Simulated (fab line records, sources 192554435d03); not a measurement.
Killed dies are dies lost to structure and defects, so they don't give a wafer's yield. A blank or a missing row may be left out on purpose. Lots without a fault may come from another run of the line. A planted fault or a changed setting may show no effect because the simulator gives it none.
Chamber matching | flow n5_finfet | N5_BEOL_M8_CMP_52 on cmp-02: 4 sister chambers
The step polishes, stops on SiCOH lowk, t overpolish 6.9 s, target thk 80 nm. 16 wafers are shown with their chamber, then 8 later ones without.

WAFERS WITH THEIR CHAMBER
wafer  | chamber | motor_current_A (A) | barrier_field_endpoint_s (s) | time_to_endpoint_s (s)
L076.1 | 2       | 7.0                 | 29.5                         | 67
L076.2 | 1       | 5.9                 | 29.1                         | 65
L076.4 | 3       | 6.3                 | 28.6                         | 62
L079.1 | 0       | 7.0                 | 28.9                         | 63
L079.4 | 1       | 6.5                 | 29.4                         | 64
L079.6 | 3       | 6.2                 | 28.9                         | 59
L081.3 | 0       | 7.0                 | 29.2                         | 62
L081.4 | 1       | 6.2                 | 29.4                         | 59
L081.5 | 2       | 7.3                 | 28.7                         | 63
L082.1 | 1       | 6.4                 | 28.8                         | 67
L082.2 | 2       | 6.5                 | 28.3                         | 63
L082.6 | 3       | 6.0                 | 28.8                         | 62
L085.1 | 3       | 6.3                 | 27.7                         | 61
L085.5 | 3       | 6.1                 | 28.1                         | 64
L085.6 | 2       | 6.9                 | 28.5                         | 65
L086.1 | 3       | 6.2                 | 28.3                         | 58

SIGNATURES (means of the wafers above)
reading                  | chamber 0 | chamber 1 | chamber 2 | chamber 3 | scatter within a chamber
motor_current_A          | 7.000     | 6.250     | 6.925     | 6.183     | 0.225
barrier_field_endpoint_s | 29.050    | 29.175    | 28.750    | 28.400    | 0.425
time_to_endpoint_s       | 62.50     | 63.75     | 64.50     | 61.00     | 2.42
Rule: a wafer's distance from a chamber is the root of the sum, over the readings, of the square of ((its reading less the chamber's mean) divided by the reading's scatter). The wafer belongs to the nearest chamber; if the next one is less than 2 further off, it can't be placed. The scatter: the root of (the sum of the squares of (reading less its chamber's mean) over the shown wafers, divided by (wafers less chambers)).

WAFERS WITHOUT THEIR CHAMBER
wafer  | motor_current_A (A) | barrier_field_endpoint_s (s) | time_to_endpoint_s (s)
L086.2 | 7.1                 | 29.2                         | 60
L086.4 | 6.4                 | 29.8                         | 64
L097.1 | 7.0                 | 29.2                         | 61
L097.2 | 6.3                 | 28.8                         | 61
L097.3 | 6.2                 | 28.6                         | 58
L095.3 | 6.3                 | 30.1                         | 64
L095.5 | 6.4                 | 30.0                         | 64
L095.6 | 7.2                 | 29.3                         | 63

WHICH CHAMBER EACH WENT THROUGH
wafer  | from the rows above          | in truth
L086.2 | can't be placed: 0 or 2      | 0
L086.4 | can't be placed: 1 or 0 or 2 | 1
L097.1 | can't be placed: 0 or 2      | 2
L097.2 | can't be placed: 3 or 1      | 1
L097.3 | can't be placed: 3 or 1      | 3
L095.3 | can't be placed: 1 or 0      | 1
L095.5 | can't be placed: 1 or 0 or 2 | 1
L095.6 | can't be placed: 0 or 2      | 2
Placed correctly: 0 of 8. Can't be placed from these rows: 8 (the true chamber is among the candidates in 8). Placed wrongly: 0.
